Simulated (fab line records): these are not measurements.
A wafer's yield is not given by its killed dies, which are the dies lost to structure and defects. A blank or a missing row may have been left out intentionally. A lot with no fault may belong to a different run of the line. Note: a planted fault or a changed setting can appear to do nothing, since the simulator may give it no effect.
Chamber matching :: flow n5-finfet :: N5_BEOL_M7_STRIP_19 on rie-diel-03 has 4 sister chambers
The step strips in O2. 4 wafers are shown with their chamber, then 9 later ones without.

== WAFERS PAIRED WITH THEIR CHAMBERS ==
wafer: L078.1
chamber: 0
showerhead-plenum-p-Torr (Torr): 2.07

wafer: L083.2
chamber: 1
showerhead-plenum-p-Torr (Torr): 2.08

wafer: L083.3
chamber: 2
showerhead-plenum-p-Torr (Torr): 1.98

wafer: L083.4
chamber: 3
showerhead-plenum-p-Torr (Torr): 1.99

== WAFERS WHOSE CHAMBER IS MISSING ==
wafer: L084.4
showerhead-plenum-p-Torr (Torr): 2.06

wafer: L084.5
showerhead-plenum-p-Torr (Torr): 1.98

wafer: L084.6
showerhead-plenum-p-Torr (Torr): 2.07

wafer: L086.1
showerhead-plenum-p-Torr (Torr): 2.07

wafer: L086.3
showerhead-plenum-p-Torr (Torr): 2.06

wafer: L086.5
showerhead-plenum-p-Torr (Torr): 2.06

wafer: L089.1
showerhead-plenum-p-Torr (Torr): 2.07

wafer: L089.2
showerhead-plenum-p-Torr (Torr): 1.99

wafer: L089.6
showerhead-plenum-p-Torr (Torr): 1.99

== WHICH CHAMBER EACH ONE RAN IN ==
wafer: L084.4
from the rows above: can't be placed: 0 or 1
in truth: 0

wafer: L084.5
from the rows above: can't be placed: 2 or 3
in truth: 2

wafer: L084.6
from the rows above: can't be placed: 0 or 1
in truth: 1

wafer: L086.1
from the rows above: can't be placed: 0 or 1
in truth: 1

wafer: L086.3
from the rows above: can't be placed: 0 or 1
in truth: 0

wafer: L086.5
from the rows above: can't be placed: 0 or 1
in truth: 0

wafer: L089.1
from the rows above: can't be placed: 0 or 1
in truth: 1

wafer: L089.2
from the rows above: can't be placed: 3 or 2
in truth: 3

wafer: L089.6
from the rows above: can't be placed: 3 or 2
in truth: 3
Correctly placed: 0 of 9. These rows do not allow placing 9 (true chamber among the candidates in 9). 0 placed wrongly.
How it was worked out, from the rows above alone: a wafer's distance from a chamber is the root of the sum, over the readings, of the square of ((its reading less the chamber's mean) divided by the reading's scatter). If the next closest chamber is less than 2 further off than the closest, the wafer can't be placed; otherwise it belongs to the closest. Each chamber's mean is taken over the wafers shown for it. The scatter: with one shown wafer a chamber, the root of the mean of the squares of how far each hidden wafer lies from its nearest shown one.
